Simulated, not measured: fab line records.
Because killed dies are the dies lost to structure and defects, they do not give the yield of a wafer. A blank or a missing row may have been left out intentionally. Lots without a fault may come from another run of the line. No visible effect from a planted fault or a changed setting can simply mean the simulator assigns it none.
A struck lot beside a sound one	flow nandHarc	15 steps out of a route of 1159
Sound: the wafers L451.1, L451.3, L451.4. Struck: wafer L444.2 (left out: L444.6, a lot-mate that was not struck); the cause follows at the end.
Order at every step that has rows: each side's tool, ch and its chambers, its first start. Under that, the readings that differ: sound wafers	struck wafers	difference of the means	sigmas: that difference in standard deviations of wafers without a fault.
alike: readings with means less than 2 such deviations apart, plus words and numbers identical on both sides. not compared: withheld readings, readings lacking a value on some wafer, bounds such as >300 that could conceal the same value, and numbers that have no deviation in the record and whose values overlap.
The two part at a step that has a row with sigmas, a row that says differs or no value, or rows on one side only. When numbers do not overlap yet have no deviation, they are printed without sigmas and do not part them. Lack of a reading on every wafer of one side parts them only where that side has two or more wafers.

NHARC_A_CONTACT_INSPECT_10:
  sound on defectInspect-02, day 22 06:01; struck on defectInspect-02, day 20 07:24
  alike: rawDefectCount
NHARC_A_CONTACT_DESCUM_13: chemistry O2, time 3 s.
  sound on rieDiel-07 ch 0,1,2, day 22 06:09; struck on rieDiel-01 ch 2, day 20 07:28
reading	sound	struck	difference	sigmas
drypumpMotorCurrentA (A)	5.1 5.7 5.5	6.3	+0.9	+2
rfHoursCounterH (h)	20 18 18	54	+35	
  alike: o2FlowSccm, oesProductAu, rfVppV, showerheadPlenumPTorr, throttleValvePct
then, 1 step without rows for these wafers: NHARC_A_CONTACT_ETCH_88 (etches the open film in CF4, target depth 39 nm, time 65 s).
NHARC_A_CONTACT_ETCH_89: etches the open film in N2/H2, target depth 260 nm, time 475.3 s.
  sound: rieDiel-07 ch 0,1,3; struck: rieDiel-01 ch 2
reading	sound	struck	difference	sigmas
rfHoursCounterH (h)	20 18 20	54	+35	
  alike: drypumpMotorCurrentA, n2FlowSccm, oesProductAu, rfVppV, showerheadPlenumPTorr, throttleValvePct
then, 3 steps without rows for these wafers: NHARC_A_CONTACT_ETCH_30 (etches the open film in CF4/CHF3, target depth 60.5 nm, time 30.2 s); NHARC_A_CONTACT_ETCH_31 (etches the open film in O2/COS, target depth 2000 nm, time 520 s); NHARC_A_CONTACT_ETCH_134 (etches the open film in C4F8/O2/Ar, time 140 s, target depth 700 nm).
NHARC_A_CONTACT_ETCH_135: etches the open film in C4F8/O2/Ar, time 132 s, target depth 1287 nm.
  sound on harCapEtch-01 ch 0,1, day 22 07:22; struck on harCapEtch-02 ch 0, day 20 08:50
  not compared: rfHoursCounterH
then, 3 steps without rows for these wafers: NHARC_A_CONTACT_ETCH_136 (etches the open film in C4F8/O2/Ar, time 132 s, target depth 1287 nm); NHARC_A_CONTACT_ETCH_137 (etches the open film in C4F8/O2/Ar, time 132 s, target depth 1287 nm); NHARC_A_CONTACT_ETCH_138 (etches the open film in C4F8/O2/Ar, time 132 s, target depth 1289 nm).
NHARC_A_CONTACT_ETCH_139: etches the open film in C4F8/O2/Ar, time 137 s, target depth 590 nm.
  sound on harCapEtch-01 ch 0,1, day 22 07:52; struck on harCapEtch-02 ch 0, day 20 09:20
  not compared: rfHoursCounterH
NHARC_A_CONTACT_ETCH_92: etches the open film in CH3F/O2, target depth 40 nm, time 85.7 s.
  sound on rieDiel-13 ch 0,1,2, day 22 08:15; struck on rieDiel-07 ch 3, day 20 09:43
reading	sound	struck	difference	sigmas
oesProductAu (a.u.)	1.008 1.013 0.993	0.748	-0.257	-10
rfHoursCounterH (h)	20 19 19	12	-7	
  alike: drypumpMotorCurrentA, o2FlowSccm, rfVppV, showerheadPlenumPTorr, throttleValvePct
NHARC_A_CONTACT_ETCH_98: etches the open film in C4F6/O2, target depth 20 nm, time 10 s.
  sound: rieDiel-13 ch 1,2,3; struck: rieDiel-07 ch 3
reading	sound	struck	difference	sigmas
oesProductAu (a.u.)	1.010 1.015 0.999	0.953	-0.055	-3
rfHoursCounterH (h)	20 19 19	12	-7	
  alike: drypumpMotorCurrentA, o2FlowSccm, rfVppV, showerheadPlenumPTorr, throttleValvePct
NHARC_END_SORT_01:
  the record has rows for the sound wafers here (prober-02 ch 0, day 24 11:49) and none for the struck ones

== WHERE THEY PART ==
Last at NHARC_END_SORT_01 as far as this record goes, first at NHARC_A_CONTACT_DESCUM_13.

WHY: the cause the simulator had injected
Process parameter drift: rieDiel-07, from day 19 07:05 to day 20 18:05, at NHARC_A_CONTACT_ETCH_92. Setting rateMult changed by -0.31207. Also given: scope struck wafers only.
